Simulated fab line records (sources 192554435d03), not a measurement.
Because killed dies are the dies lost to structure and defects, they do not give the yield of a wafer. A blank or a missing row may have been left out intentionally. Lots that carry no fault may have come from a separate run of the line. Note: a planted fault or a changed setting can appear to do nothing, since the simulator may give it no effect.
What tool caused it? + flow n5Finfet + 24 lots with 72 wafers sampled at 6 steps, on a route of 1938 steps

WHAT EACH GAUGE READ, for each wafer
Not one reading of a measure or inspect step in the record can be checked against a usual standard deviation.

WHICH TOOL RAN EACH LOT (tool, then ch and the chambers of the sampled wafers, then the start)
| lot  | N5_BEOL_M4_ETCH_77                | N5_BEOL_M4_ETCH_41                           | N5_BEOL_M4_STRIP_97                          | N5_BEOL_M4_DEGAS_44         | N5_BEOL_M4_ALD_84                  | N5_BEOL_M4_SPUTTER_88       |
|------|-----------------------------------|----------------------------------------------|----------------------------------------------|-----------------------------|------------------------------------|-----------------------------|
| L075 | rieDiel-05 ch 0,1,2, day 7 17:11  | rieDiel-04 ch 0,2, day 8 08:58 or earlier    | rieDiel-04 ch 0,2, day 8 08:58 or earlier    | pvdSputter-01, day 8 08:58  | aldMetal-01 ch 0,1,3, day 8 09:04  | pvdSputter-02, day 8 10:38  |
| L074 | rieDiel-04 ch 0,2, day 7 20:54    | rieDiel-04 ch 1,3, day 8 08:56 or earlier    | rieDiel-04 ch 1,3, day 8 08:56 or earlier    | pvdSputter-02, day 8 08:56  | aldMetal-02 ch 0,1,2, day 8 09:02  | pvdSputter-01, day 8 10:31  |
| L077 | rieDiel-04 ch 0,1,2, day 8 11:06  | rieDiel-04 ch 1,2,3, day 8 16:55 or earlier  | rieDiel-04 ch 1,2,3, day 8 16:55 or earlier  | pvdSputter-02, day 8 16:55  | aldMetal-01 ch 0,2,3, day 8 17:01  | pvdSputter-01, day 8 18:40  |
| L076 | rieDiel-04 ch 1,2,3, day 8 20:43  | rieDiel-04 ch 0,2, day 9 06:53 or earlier    | rieDiel-04 ch 0,2, day 9 06:53 or earlier    | pvdSputter-03, day 9 06:53  | aldMetal-03 ch 1,2, day 9 07:01    | pvdSputter-03, day 9 10:46  |
| L078 | rieDiel-01 ch 0,1, day 8 21:57    | rieDiel-01 ch 0,1,3, day 9 05:54 or earlier  | rieDiel-01 ch 0,1,3, day 9 05:54 or earlier  | pvdSputter-03, day 9 05:54  | aldMetal-01 ch 0,1, day 9 06:00    | pvdSputter-03, day 9 08:16  |
| L079 | rieDiel-04 ch 0,2,3, day 8 22:20  | rieDiel-05 ch 2,3, day 9 17:38 or earlier    | rieDiel-05 ch 2,3, day 9 17:38 or earlier    | pvdSputter-03, day 9 17:38  | aldMetal-01 ch 1,2,3, day 9 17:45  | pvdSputter-03, day 9 19:13  |
| L080 | rieDiel-05 ch 0,1, day 9 07:34    | rieDiel-05 ch 0,1, day 9 20:52 or earlier    | rieDiel-05 ch 0,1, day 9 20:52 or earlier    | pvdSputter-03, day 9 20:52  | aldMetal-02 ch 0,1,2, day 9 21:04  | pvdSputter-01, day 9 22:37  |
| L082 | rieDiel-04 ch 1,3, day 10 09:37   | rieDiel-04 ch 0,1, day 10 17:49 or earlier   | rieDiel-04 ch 0,1, day 10 17:49 or earlier   | pvdSputter-02, day 10 17:49 | aldMetal-01 ch 0,2,3, day 10 18:08 | pvdSputter-02, day 10 20:43 |
| L081 | rieDiel-04 ch 0,1, day 10 09:56   | rieDiel-01 ch 0,1,2, day 10 11:06 or earlier | rieDiel-01 ch 0,1,2, day 10 11:06 or earlier | pvdSputter-03, day 10 11:06 | aldMetal-01 ch 0,1,2, day 10 11:12 | pvdSputter-03, day 10 12:32 |
| L083 | rieDiel-04 ch 1,3, day 10 11:43   | rieDiel-04 ch 0,3, day 11 03:00 or earlier   | rieDiel-04 ch 0,3, day 11 03:00 or earlier   | pvdSputter-01, day 11 03:00 | aldMetal-02 ch 1,2, day 11 03:07   | pvdSputter-03, day 11 04:37 |
| L085 | rieDiel-04 ch 1,3, day 10 23:38   | rieDiel-05 ch 0,2,3, day 11 19:11 or earlier | rieDiel-05 ch 0,2,3, day 11 19:11 or earlier | pvdSputter-03, day 11 19:11 | aldMetal-01 ch 1,2, day 11 19:18   | pvdSputter-01, day 11 20:43 |
| L084 | rieDiel-01 ch 0,1,2, day 11 00:28 | rieDiel-01 ch 0,3, day 11 19:22 or earlier   | rieDiel-01 ch 0,3, day 11 19:22 or earlier   | pvdSputter-03, day 11 19:22 | aldMetal-02 ch 0,1, day 11 19:28   | pvdSputter-03, day 11 21:06 |
| L087 | rieDiel-01 ch 0,3, day 11 10:19   | rieDiel-04 ch 0,3, day 12 00:34 or earlier   | rieDiel-04 ch 0,3, day 12 00:34 or earlier   | pvdSputter-01, day 12 00:34 | aldMetal-02 ch 0,1, day 12 00:41   | pvdSputter-03, day 12 03:26 |
| L088 | rieDiel-01 ch 0,3, day 11 16:23   | rieDiel-05 ch 0,1,3, day 12 02:47 or earlier | rieDiel-05 ch 0,1,3, day 12 02:47 or earlier | pvdSputter-01, day 12 02:47 | aldMetal-03 ch 1,2, day 12 02:53   | pvdSputter-02, day 12 04:28 |
| L086 | rieDiel-01 ch 0,1,3, day 11 19:10 | rieDiel-04 ch 0,2,3, day 12 02:56 or earlier | rieDiel-04 ch 0,2,3, day 12 02:56 or earlier | pvdSputter-02, day 12 02:56 | aldMetal-01 ch 1,2,3, day 12 03:02 | pvdSputter-02, day 12 06:18 |
| L092 | rieDiel-04 ch 1,2,3, day 11 20:30 | rieDiel-05 ch 0,2,3, day 12 13:07 or earlier | rieDiel-05 ch 0,2,3, day 12 13:07 or earlier | pvdSputter-02, day 12 13:07 | aldMetal-01 ch 1,2,3, day 12 13:20 | pvdSputter-03, day 12 14:49 |
| L089 | rieDiel-05 ch 0,1,3, day 12 02:34 | rieDiel-01 ch 0,2, day 12 13:25 or earlier   | rieDiel-01 ch 0,2, day 12 13:25 or earlier   | pvdSputter-03, day 12 13:25 | aldMetal-01 ch 0,2,3, day 12 13:32 | pvdSputter-01, day 12 15:13 |
| L090 | rieDiel-04 ch 1,2,3, day 12 07:26 | rieDiel-04 ch 0,1,2, day 12 23:36 or earlier | rieDiel-04 ch 0,1,2, day 12 23:36 or earlier | pvdSputter-03, day 12 23:36 | aldMetal-02 ch 0,1,2, day 12 23:43 | pvdSputter-03, day 13 01:10 |
| L091 | rieDiel-01 ch 0,1, day 12 09:06   | rieDiel-04 ch 2,3, day 13 02:20 or earlier   | rieDiel-04 ch 2,3, day 13 02:20 or earlier   | pvdSputter-02, day 13 02:20 | aldMetal-03 ch 0,2, day 13 02:27   | pvdSputter-02, day 13 03:52 |
| L094 | rieDiel-05 ch 1,2,3, day 12 18:17 | rieDiel-01 ch 0,2,3, day 13 07:52 or earlier | rieDiel-01 ch 0,2,3, day 13 07:52 or earlier | pvdSputter-02, day 13 07:52 | aldMetal-01 ch 0,1,2, day 13 07:59 | pvdSputter-02, day 13 09:26 |
| L093 | rieDiel-01 ch 0,1, day 13 00:31   | rieDiel-05 ch 0,1,2, day 13 10:08 or earlier | rieDiel-05 ch 0,1,2, day 13 10:08 or earlier | pvdSputter-01, day 13 10:08 | aldMetal-03 ch 0,1,2, day 13 10:15 | pvdSputter-02, day 13 11:53 |
| L096 | rieDiel-05 ch 2,3, day 13 06:43   | rieDiel-01 ch 0,2,3, day 13 15:18 or earlier | rieDiel-01 ch 0,2,3, day 13 15:18 or earlier | pvdSputter-01, day 13 15:18 | aldMetal-03 ch 1,2,3, day 13 15:31 | pvdSputter-01, day 13 17:04 |
| L097 | rieDiel-01 ch 0,1, day 13 17:08   | rieDiel-01 ch 0,1,3, day 14 11:43 or earlier | rieDiel-01 ch 0,1,3, day 14 11:43 or earlier | pvdSputter-01, day 14 11:43 | aldMetal-02 ch 0,2, day 14 11:52   | pvdSputter-02, day 14 13:16 |
| L095 | rieDiel-05 ch 0,1,3, day 13 21:56 | rieDiel-04 ch 1,2, day 14 15:56 or earlier   | rieDiel-04 ch 1,2, day 14 15:56 or earlier   | pvdSputter-02, day 14 15:56 | aldMetal-01 ch 1,2, day 14 16:02   | pvdSputter-02, day 15 08:28 |
- N5_BEOL_M4_ETCH_77: etches underlayer in N2/H2, target depth 6.5 nm, time 5.2 s.
- N5_BEOL_M4_ETCH_41: etches SiCN in CH3F/O2, target depth 29.9 nm, time 52.5 s.
- N5_BEOL_M4_STRIP_97: strips in N2/H2, time 10 s.
- N5_BEOL_M4_DEGAS_44: time 60 s.
- N5_BEOL_M4_ALD_84: deposits TaN, pulse time 2 s, purge time 3 s, co reactant purge time 2 s.
- N5_BEOL_M4_SPUTTER_88: material Cu, target thk 4.5 nm, time 8.29 s.

AS READ BY THE TOOLS THEMSELVES (means over the sampled wafers that have a number; for cases with no such wafer, the mark the record gives instead)
N5_BEOL_M4_ETCH_77. Usual: value, then standard deviation, for each; biasW 149.9 W / 0.46; drypumpMotorCurrentA 5.8 A / 0.5; etchRfOnTimeS 5.18 s / 0.072; oesProductAu 0.67 a.u. / 0.071; rfVppV 523.2 V / 2.9; showerheadPlenumPTorr 2.52 Torr / 0.095; throttleValvePct 17.87 % / 0.27.
| lot  | tool       | biasW (W) | drypumpMotorCurrentA (A) | etchRfOnTimeS (s) | oesProductAu (a.u.) | rfVppV (V) | showerheadPlenumPTorr (Torr) | throttleValvePct (%) | flag |
|------|------------|-----------|--------------------------|-------------------|---------------------|------------|------------------------------|----------------------|------|
| L075 | rieDiel-05 | 150.0     | 5.3                      | 5.25              | 0.65                | 525.0      | 2.61                         | 18.06                |      |
| L074 | rieDiel-04 | 150.0     | 5.9                      | 5.20              | 0.64                | 523.6      | 2.50                         | 17.75                |      |
| L077 | rieDiel-04 | 150.5     | 5.8                      | 5.14              | 0.64                | 522.5      | 2.50                         | 17.81                |      |
| L076 | rieDiel-04 | 149.7     | 6.1                      | 5.24              | 0.66                | 524.0      | 2.58                         | 17.83                |      |
| L078 | rieDiel-01 | 149.5     | 5.8                      | 5.19              | 0.64                | 521.0      | 2.44                         | 17.94                |      |
| L079 | rieDiel-04 | 149.9     | 6.2                      | 5.19              | 0.66                | 524.2      | 2.58                         | 17.78                |      |
| L080 | rieDiel-05 | 150.6     | 5.0                      | 5.19              | 0.67                | 525.4      | 2.59                         | 18.00                |      |
| L082 | rieDiel-04 | 149.9     | 6.0                      | 5.10              | 0.69                | 522.0      | 2.53                         | 17.69                |      |
| L081 | rieDiel-04 | 149.5     | 5.7                      | 5.12              | 0.66                | 520.9      | 2.45                         | 17.69                |      |
| L083 | rieDiel-04 | 149.8     | 6.0                      | 5.08              | 0.69                | 523.2      | 2.52                         | 17.69                |      |
| L085 | rieDiel-04 | 150.3     | 6.3                      | 5.14              | 0.69                | 525.7      | 2.60                         | 17.68                |      |
| L084 | rieDiel-01 | 149.2     | 5.8                      | 5.21              | 0.61                | 522.3      | 2.46                         | 18.08                |      |
| L087 | rieDiel-01 | 150.1     | 5.3                      | 5.15              | 0.75                | 523.4      | 2.55                         | 17.65                |      |
| L088 | rieDiel-01 | 149.6     | 5.2                      | 5.11              | 0.74                | 523.7      | 2.55                         | 17.65                |      |
| L086 | rieDiel-01 | 150.3     | 5.5                      | 5.14              | 0.68                | 523.3      | 2.48                         | 17.82                |      |
| L092 | rieDiel-04 | 150.3     | 6.1                      | 5.11              | 0.73                | 524.6      | 2.57                         | 17.71                |      |
| L089 | rieDiel-05 | 149.8     | 5.2                      | 5.21              | 0.63                | 524.1      | 2.53                         | 18.18                |      |
| L090 | rieDiel-04 | 149.7     | 6.1                      | 5.10              | 0.72                | 524.9      | 2.57                         | 17.72                |      |
| L091 | rieDiel-01 | 149.5     | 5.6                      | 5.16              | 0.62                | 520.4      | 2.43                         | 18.10                |      |
| L094 | rieDiel-05 | 150.1     | 5.6                      | 5.28              | 0.63                | 524.0      | 2.53                         | 18.14                |      |
| L093 | rieDiel-01 | 150.1     | 5.8                      | 5.20              | 0.61                | 519.8      | 2.42                         | 18.02                |      |
| L096 | rieDiel-05 | 150.3     | 5.9                      | 5.30              | 0.59                | 522.4      | 2.54                         | 18.21                |      |
| L097 | rieDiel-01 | 149.7     | 5.7                      | 5.17              | 0.62                | 519.8      | 2.43                         | 18.11                |      |
| L095 | rieDiel-05 | 149.7     | 5.2                      | 5.24              | 0.70                | 523.0      | 2.53                         | 18.05                |      |

N5_BEOL_M4_ETCH_41. Usual: biasW 74.97 W, standard deviation 0.24; drypumpMotorCurrentA 5.7 A, standard deviation 0.5; oesProductAu 0.79 a.u., standard deviation 0.084; rfVppV 297.4 V, standard deviation 1.7; showerheadPlenumPTorr 1.99 Torr, standard deviation 0.074; throttleValvePct 16.35 %, standard deviation 0.22.
| lot  | tool       | biasW (W) | drypumpMotorCurrentA (A) | oesProductAu (a.u.) | rfVppV (V) | showerheadPlenumPTorr (Torr) | throttleValvePct (%) | flag |
|------|------------|-----------|--------------------------|---------------------|------------|------------------------------|----------------------|------|
| L075 | rieDiel-04 | 75.01     | 5.9                      | 0.72                | 297.9      | 2.01                         | 16.42                |      |
| L074 | rieDiel-04 | 74.80     | 6.4                      | 0.84                | 298.1      | 2.06                         | 16.20                |      |
| L077 | rieDiel-04 | 75.24     | 6.1                      | 0.78                | 298.0      | 2.04                         | 16.34                |      |
| L076 | rieDiel-04 | 75.15     | 5.9                      | 0.74                | 297.6      | 1.96                         | 16.30                |      |
| L078 | rieDiel-01 | 75.06     | 5.5                      | 0.73                | 296.6      | 1.96                         | 16.37                |      |
| L079 | rieDiel-05 | 75.02     | 5.8                      | 0.72                | 296.6      | 1.96                         | 16.69                |      |
| L080 | rieDiel-05 | 74.82     | 4.9                      | 0.75                | 298.3      | 2.04                         | 16.61                |      |
| L082 | rieDiel-04 | 74.93     | 5.7                      | 0.76                | 295.7      | 1.92                         | 16.22                |      |
| L081 | rieDiel-01 | 75.11     | 5.8                      | 0.73                | 296.2      | 1.93                         | 16.49                |      |
| L083 | rieDiel-04 | 74.77     | 6.4                      | 0.81                | 298.9      | 2.05                         | 16.21                |      |
| L085 | rieDiel-05 | 75.04     | 5.5                      | 0.70                | 297.2      | 2.00                         | 16.69                |      |
| L084 | rieDiel-01 | 74.99     | 5.4                      | 0.81                | 297.0      | 1.96                         | 16.32                |      |
| L087 | rieDiel-04 | 75.07     | 6.1                      | 0.78                | 298.1      | 1.98                         | 16.22                |      |
| L088 | rieDiel-05 | 74.89     | 5.2                      | 0.73                | 297.0      | 1.99                         | 16.63                |      |
| L086 | rieDiel-04 | 74.87     | 6.2                      | 0.84                | 298.2      | 2.02                         | 16.19                |      |
| L092 | rieDiel-05 | 74.85     | 5.5                      | 0.70                | 298.0      | 2.00                         | 16.73                |      |
| L089 | rieDiel-01 | 74.97     | 5.9                      | 0.92                | 296.0      | 1.95                         | 16.32                |      |
| L090 | rieDiel-04 | 74.43     | 5.8                      | 0.81                | 296.6      | 1.96                         | 16.22                |      |
| L091 | rieDiel-04 | 75.24     | 6.5                      | 0.86                | 299.9      | 2.09                         | 16.21                |      |
| L094 | rieDiel-01 | 74.97     | 5.6                      | 0.87                | 296.7      | 1.97                         | 16.23                |      |
| L093 | rieDiel-05 | 75.12     | 5.3                      | 0.83                | 299.2      | 2.04                         | 16.44                |      |
| L096 | rieDiel-01 | 74.79     | 5.5                      | 0.86                | 296.9      | 1.97                         | 16.25                |      |
| L097 | rieDiel-01 | 75.02     | 5.5                      | 0.77                | 295.5      | 1.95                         | 16.31                |      |
| L095 | rieDiel-04 | 75.03     | 5.8                      | 0.80                | 297.1      | 1.96                         | 16.28                |      |

N5_BEOL_M4_STRIP_97. Usual: drypumpMotorCurrentA 5.8 A, standard deviation 0.5; oesProductAu 0.79 a.u., standard deviation 0.085; rfVppV 59.2 V, standard deviation 0.9; showerheadPlenumPTorr 2.52 Torr, standard deviation 0.092; throttleValvePct 23.6 %, standard deviation 0.32.
| lot  | tool       | drypumpMotorCurrentA (A) | oesProductAu (a.u.) | rfVppV (V) | showerheadPlenumPTorr (Torr) | throttleValvePct (%) | flag |
|------|------------|--------------------------|---------------------|------------|------------------------------|----------------------|------|
| L075 | rieDiel-04 | 5.9                      | 0.72                | 59.5       | 2.55                         | 23.7                 |      |
| L074 | rieDiel-04 | 6.4                      | 0.85                | 59.1       | 2.60                         | 23.4                 |      |
| L077 | rieDiel-04 | 6.1                      | 0.79                | 58.8       | 2.58                         | 23.5                 |      |
| L076 | rieDiel-04 | 5.9                      | 0.74                | 58.7       | 2.49                         | 23.5                 |      |
| L078 | rieDiel-01 | 5.5                      | 0.74                | 58.7       | 2.49                         | 23.7                 |      |
| L079 | rieDiel-05 | 5.8                      | 0.71                | 58.5       | 2.48                         | 24.1                 |      |
| L080 | rieDiel-05 | 4.9                      | 0.75                | 59.5       | 2.60                         | 23.9                 |      |
| L082 | rieDiel-04 | 5.8                      | 0.76                | 59.5       | 2.44                         | 23.3                 |      |
| L081 | rieDiel-01 | 5.8                      | 0.74                | 59.5       | 2.45                         | 23.9                 |      |
| L083 | rieDiel-04 | 6.4                      | 0.81                | 58.7       | 2.59                         | 23.4                 |      |
| L085 | rieDiel-05 | 5.5                      | 0.70                | 58.8       | 2.54                         | 24.0                 |      |
| L084 | rieDiel-01 | 5.4                      | 0.82                | 58.6       | 2.49                         | 23.8                 |      |
| L087 | rieDiel-04 | 6.1                      | 0.78                | 59.0       | 2.51                         | 23.3                 |      |
| L088 | rieDiel-05 | 5.2                      | 0.74                | 58.5       | 2.53                         | 24.0                 |      |
| L086 | rieDiel-04 | 6.2                      | 0.84                | 59.6       | 2.56                         | 23.4                 |      |
| L092 | rieDiel-05 | 5.5                      | 0.69                | 60.3       | 2.54                         | 24.1                 |      |
| L089 | rieDiel-01 | 5.8                      | 0.92                | 59.1       | 2.48                         | 23.7                 |      |
| L090 | rieDiel-04 | 5.8                      | 0.82                | 59.4       | 2.48                         | 23.4                 |      |
| L091 | rieDiel-04 | 6.5                      | 0.86                | 59.9       | 2.64                         | 23.5                 |      |
| L094 | rieDiel-01 | 5.6                      | 0.87                | 58.9       | 2.50                         | 23.6                 |      |
| L093 | rieDiel-05 | 5.3                      | 0.84                | 59.2       | 2.59                         | 23.8                 |      |
| L096 | rieDiel-01 | 5.6                      | 0.86                | 59.3       | 2.50                         | 23.6                 |      |
| L097 | rieDiel-01 | 5.5                      | 0.77                | 59.0       | 2.47                         | 23.7                 |      |
| L095 | rieDiel-04 | 5.8                      | 0.80                | 58.6       | 2.48                         | 23.4                 |      |

N5_BEOL_M4_DEGAS_44. Usual: heaterPowerW reads 324 W (standard deviation 20).
| lot  | tool          | heaterPowerW (W) | flag |
|------|---------------|------------------|------|
| L075 | pvdSputter-01 | 340              |      |
| L074 | pvdSputter-02 | 305              |      |
| L077 | pvdSputter-02 | 311              |      |
| L076 | pvdSputter-03 | 311              |      |
| L078 | pvdSputter-03 | 330              |      |
| L079 | pvdSputter-03 | 326              |      |
| L080 | pvdSputter-03 | 330              |      |
| L082 | pvdSputter-02 | 321              |      |
| L081 | pvdSputter-03 | 324              |      |
| L083 | pvdSputter-01 | 336              |      |
| L085 | pvdSputter-03 | 318              |      |
| L084 | pvdSputter-03 | 317              |      |
| L087 | pvdSputter-01 | 331              |      |
| L088 | pvdSputter-01 | 332              |      |
| L086 | pvdSputter-02 | 321              |      |
| L092 | pvdSputter-02 | 313              |      |
| L089 | pvdSputter-03 | 318              |      |
| L090 | pvdSputter-03 | 314              |      |
| L091 | pvdSputter-02 | 320              |      |
| L094 | pvdSputter-02 | 333              |      |
| L093 | pvdSputter-01 | 329              |      |
| L096 | pvdSputter-01 | 333              |      |
| L097 | pvdSputter-01 | 334              |      |
| L095 | pvdSputter-02 | 311              |      |

N5_BEOL_M4_ALD_84. Usual: heaterPowerW reads 401 W (standard deviation 43).
| lot  | tool        | heaterPowerW (W) | flag |
|------|-------------|------------------|------|
| L075 | aldMetal-01 | 410              |      |
| L074 | aldMetal-02 | 379              |      |
| L077 | aldMetal-01 | 404              |      |
| L076 | aldMetal-03 | 467              |      |
| L078 | aldMetal-01 | 401              |      |
| L079 | aldMetal-01 | 421              |      |
| L080 | aldMetal-02 | 382              |      |
| L082 | aldMetal-01 | 410              |      |
| L081 | aldMetal-01 | 399              |      |
| L083 | aldMetal-02 | 355              |      |
| L085 | aldMetal-01 | 414              |      |
| L084 | aldMetal-02 | 352              |      |
| L087 | aldMetal-02 | 375              |      |
| L088 | aldMetal-03 | 435              |      |
| L086 | aldMetal-01 | 426              |      |
| L092 | aldMetal-01 | 425              |      |
| L089 | aldMetal-01 | 409              |      |
| L090 | aldMetal-02 | 383              |      |
| L091 | aldMetal-03 | 449              |      |
| L094 | aldMetal-01 | 400              |      |
| L093 | aldMetal-03 | 409              |      |
| L096 | aldMetal-03 | 427              |      |
| L097 | aldMetal-02 | 405              |      |
| L095 | aldMetal-01 | 414              |      |

N5_BEOL_M4_SPUTTER_88. Usual: throttleValvePct reads 30.0 % (standard deviation 0.83).
| lot  | tool          | throttleValvePct (%) | flag |
|------|---------------|----------------------|------|
| L075 | pvdSputter-02 | 30.6                 |      |
| L074 | pvdSputter-01 | 30.5                 |      |
| L077 | pvdSputter-01 | 30.2                 |      |
| L076 | pvdSputter-03 | 29.5                 |      |
| L078 | pvdSputter-03 | 29.9                 |      |
| L079 | pvdSputter-03 | 30.5                 |      |
| L080 | pvdSputter-01 | 30.9                 |      |
| L082 | pvdSputter-02 | 30.4                 |      |
| L081 | pvdSputter-03 | 30.2                 |      |
| L083 | pvdSputter-03 | 29.7                 |      |
| L085 | pvdSputter-01 | 30.5                 |      |
| L084 | pvdSputter-03 | 30.6                 |      |
| L087 | pvdSputter-03 | 30.2                 |      |
| L088 | pvdSputter-02 | 29.6                 |      |
| L086 | pvdSputter-02 | 30.0                 |      |
| L092 | pvdSputter-03 | 30.2                 |      |
| L089 | pvdSputter-01 | 29.7                 |      |
| L090 | pvdSputter-03 | 30.3                 |      |
| L091 | pvdSputter-02 | 29.4                 |      |
| L094 | pvdSputter-02 | 29.5                 |      |
| L093 | pvdSputter-02 | 30.2                 |      |
| L096 | pvdSputter-01 | 30.6                 |      |
| L097 | pvdSputter-02 | 28.9                 |      |
| L095 | pvdSputter-02 | 29.7                 |      |

THE ANSWER, worked out from the rows above alone
Rule: lot off if the mean of its wafers having a number is beyond 3 standard deviations from the usual mean. A lot without any number at a reading at which 4 lots or more have one is off too. Where the step has rows for the other lots, those lots are counted as sound. First the gauges in route order, then the tools' own readings, where a lot's mean is used as printed above. At the first step where some lot is off, the reading lying furthest off is the one used; lots without a number count as furthest.
Nothing can be told from this: no lot is off at any reading shown.

WHAT WAS PUT IN BY THE SIMULATOR
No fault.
